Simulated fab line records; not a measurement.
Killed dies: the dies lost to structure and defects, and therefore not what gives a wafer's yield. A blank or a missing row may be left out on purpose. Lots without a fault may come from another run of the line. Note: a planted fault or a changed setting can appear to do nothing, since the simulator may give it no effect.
Chamber matching ; flow n5 finfet ; N5_BEOL_M11_DEP_56 on pecvd-04: 3 sister chambers
The step deposits SiCN from 3MS/NH3, target thk 30 nm, time 10.5 s. 3 wafers are shown with their chamber, then 7 later ones without.

== WAFERS, EACH WITH ITS CHAMBER ==
wafer;chamber;throttle valve pct (%)
L079.5;2;16.3
L087.2;1;19.1
L087.3;0;18.1

== WAFERS WITHOUT THEIR CHAMBER ==
wafer;throttle valve pct (%)
L087.4;17.9
L088.3;17.1
L088.4;19.3
L088.5;17.8
L090.1;18.1
L090.2;18.9
L090.3;17.1

== EACH ONE'S CHAMBER ==
wafer;from the rows above;in truth
L087.4;0;0
L088.3;can't be placed: 2 or 0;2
L088.4;1;1
L088.5;0;0
L090.1;0;0
L090.2;can't be placed: 1 or 0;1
L090.3;can't be placed: 2 or 0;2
Correctly placed: 4 of 7. Cannot be placed on the basis of these rows: 3; the candidates contain the true chamber in 3. Wrongly placed: 0.
How it was worked out, from the rows above alone: a wafer's distance from a chamber is the root of the sum, over the readings, of the square of ((its reading less the chamber's mean) divided by the reading's scatter). The wafer belongs to the nearest chamber; if the next one is less than 2 further off, it can't be placed. A chamber's mean is the mean of its shown wafers. The scatter: root of mean squared gap, hidden wafer to nearest shown wafer, with one shown wafer a chamber.
